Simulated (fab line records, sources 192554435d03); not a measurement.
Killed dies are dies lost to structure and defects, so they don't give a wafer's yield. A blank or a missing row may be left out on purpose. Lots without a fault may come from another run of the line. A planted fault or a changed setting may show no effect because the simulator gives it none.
Chamber matching | flow n5_finfet | N5_BEOL_M3_DESCUM_33 on rie_diel-01: 4 sister chambers
The step chemistry O2, time 7 s. 18 wafers are shown with their chamber, then 8 later ones without.

WAFERS WITH THEIR CHAMBER
wafer  | chamber | throttle_valve_pct (%) | drypump_motor_current_A (A) | oes_product_au (a.u.)
L850.3 | 1       | 21.1                   | 6.24                        | 0.74
L850.6 | 1       | 21.1                   | 6.26                        | 0.74
L851.2 | 1       | 21.1                   | 6.24                        | 0.73
L851.4 | 0       | 19.9                   | 5.67                        | 0.89
L851.5 | 3       | 20.3                   | 5.56                        | 0.71
L855.2 | 3       | 20.3                   | 5.55                        | 0.70
L855.5 | 3       | 20.4                   | 5.56                        | 0.70
L855.6 | 0       | 19.9                   | 5.64                        | 0.88
L857.4 | 0       | 19.9                   | 5.67                        | 0.88
L857.5 | 1       | 21.1                   | 6.26                        | 0.72
L857.6 | 3       | 20.3                   | 5.56                        | 0.70
L856.2 | 1       | 21.1                   | 6.25                        | 0.72
L856.5 | 1       | 21.1                   | 6.23                        | 0.71
L856.6 | 0       | 19.9                   | 5.66                        | 0.88
L858.1 | 3       | 20.4                   | 5.60                        | 0.69
L858.2 | 0       | 19.9                   | 5.70                        | 0.87
L858.4 | 2       | 20.5                   | 5.61                        | 0.90
L864.2 | 3       | 20.4                   | 5.56                        | 0.69

SIGNATURES (means of the wafers above)
reading                 | chamber 0 | chamber 1 | chamber 2 | chamber 3 | scatter within a chamber
throttle_valve_pct      | 19.900    | 21.100    | 20.500    | 20.350    | 0.0327
drypump_motor_current_A | 5.6680    | 6.2467    | 5.6100    | 5.5650    | 0.0172
oes_product_au          | 0.8800    | 0.7267    | 0.9000    | 0.6983    | 0.00932
Rule: a wafer's distance from a chamber is the root of the sum, over the readings, of the square of ((its reading less the chamber's mean) divided by the reading's scatter). The wafer belongs to the nearest chamber; if the next one is less than 2 further off, it can't be placed. The scatter: the root of (the sum of the squares of (reading less its chamber's mean) over the shown wafers, divided by (wafers less chambers)).

WAFERS WITHOUT THEIR CHAMBER
wafer  | throttle_valve_pct (%) | drypump_motor_current_A (A) | oes_product_au (a.u.)
L864.3 | 21.1                   | 6.23                        | 0.71
L864.4 | 20.0                   | 5.69                        | 0.86
L865.1 | 20.5                   | 5.61                        | 0.87
L865.4 | 21.1                   | 6.19                        | 0.71
L865.5 | 20.0                   | 5.66                        | 0.86
L866.1 | 20.0                   | 5.65                        | 0.86
L866.2 | 20.4                   | 5.55                        | 0.69
L866.4 | 20.4                   | 5.55                        | 0.69

WHICH CHAMBER EACH WENT THROUGH
wafer  | from the rows above | in truth
L864.3 | 1                   | 1
L864.4 | 0                   | 0
L865.1 | 2                   | 2
L865.4 | 1                   | 1
L865.5 | 0                   | 0
L866.1 | 0                   | 0
L866.2 | 3                   | 3
L866.4 | 3                   | 3
Placed correctly: 8 of 8. Can't be placed from these rows: 0. Placed wrongly: 0.
